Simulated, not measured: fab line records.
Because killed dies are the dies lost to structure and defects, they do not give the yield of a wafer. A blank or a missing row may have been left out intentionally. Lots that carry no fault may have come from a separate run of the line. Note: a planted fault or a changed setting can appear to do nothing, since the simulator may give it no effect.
Split-lot study + flow n5-finfet + route with 1938 steps; 7 lots, 21 wafers read

== ABOUT THE SPLIT ==
At N5_PASSIVATION_PASS_ETCH_47 (etches SiNx in CF4/O2, target depth 770 nm, time 385 s), the setting time-s was moved away from the recipe's 385 s on 7 of the 21 wafers read, by -13.0% to +21.5%. This setting was run at the recipe's value on the other wafers.

Reading taken at the split's own step.

== THE READING ==
etch.depth-nm (the simulator's own value, which no gauge read), in nm, at N5_PASSIVATION_PASS_ETCH_47 (etches SiNx in CF4/O2, target depth 770 nm, time 385 s). The file gives no usual value for it. Average 757.8 nm, standard deviation 24 nm, over the 14 wafers here run with the recipe.

| wafer  | tool, chamber at the split | time-s as run, s | against the recipe | etch.depth-nm, nm | against lot-mates on the recipe |
|--------|----------------------------|------------------|--------------------|-------------------|---------------------------------|
| L075.2 | rie-diel-06, 2             | 385              | recipe             | 730.7             | -                               |
| L075.3 | rie-diel-06, 3             | 467.8            | +21.5%             | 875.8             | +117.9                          |
| L075.4 | rie-diel-06, 1             | 385              | recipe             | 785               | -                               |
| L078.1 | rie-diel-06, 3             | 385              | recipe             | 716.5             | -                               |
| L078.2 | rie-diel-06, 0             | 385              | recipe             | 772.2             | -                               |
| L078.5 | rie-diel-06, 1             | 385              | recipe             | 773.7             | -                               |
| L081.3 | rie-diel-06, 2             | 385              | recipe             | 738.1             | -                               |
| L081.5 | rie-diel-06, 2             | 385              | recipe             | 739.8             | -                               |
| L081.6 | rie-diel-06, 1             | 385              | recipe             | 770.2             | -                               |
| L080.2 | rie-diel-06, 1             | 335              | -13.0%             | 682               | no lot-mate on the recipe       |
| L080.4 | rie-diel-06, 2             | 335              | -13.0%             | 648.9             | no lot-mate on the recipe       |
| L080.6 | rie-diel-06, 1             | 335              | -13.0%             | 684.6             | no lot-mate on the recipe       |
| L087.3 | rie-diel-06, 0             | 385              | recipe             | 792.7             | -                               |
| L087.4 | rie-diel-06, 1             | 385              | recipe             | 778.8             | -                               |
| L087.6 | rie-diel-06, 3             | 385              | recipe             | 726.4             | -                               |
| L093.4 | rie-diel-01, 1             | 441.6            | +14.7%             | 846.6             | +105.2                          |
| L093.5 | rie-diel-01, 1             | 385              | recipe             | 741.4             | -                               |
| L093.6 | rie-diel-01, 2             | 441.6            | +14.7%             | 884.7             | +143.3                          |
| L096.2 | rie-diel-06, 2             | 385              | recipe             | 771.8             | -                               |
| L096.4 | rie-diel-06, 3             | 338.3            | -12.1%             | 626.2             | -145.7                          |
| L096.5 | rie-diel-06, 2             | 385              | recipe             | 772               | -                               |

THE FIT
A straight line over all 21 wafers: etch.depth-nm changes by +6.88 nm for each +1% of time-s; r = +0.92; the points scatter about the line by 26 nm.
The same after taking each lot's own level away (the mean of its wafers on the recipe; 18 wafers): +7.81 nm for each +1%; r = +0.91; scatter 28 nm.
That fit puts the effect of the largest move of time-s on the reading at 1.7e+02 nm.
From 741.40 to 771.90 nm: that is the span of the lots' own levels, equal to 1.3 times the standard deviation above.
In other words, the slope is changed by the lot-to-lot level; the two fits disagree.
Check: for one of the wafers moved furthest among these (+21.5%), held out of the fit, the line's prediction against its lot-mates is +200 nm. Against them it came out at +118 nm.

== FURTHER SPLITS ON THESE WAFERS ==
Note: prior to the reading, these wafers also went through further splits. Each is held against what the fit with the lots' levels taken away leaves over:
| other split on the same wafers   | wafers away from the commonest value | r with etch.depth-nm (lot level and that fit taken away) |
|----------------------------------|--------------------------------------|----------------------------------------------------------|
| N5_BEOL_M15_PEB_26 peb-temp-c    | 2                                    | +0.04                                                    |
| N5_PASSIVATION_EXPOSE_41 dose-mj | 3                                    | -0.23                                                    |

== THE FILE'S OWN FIT ==
etch.depth-nm changes by +7.42 nm for each +1% of time-s, r = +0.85.
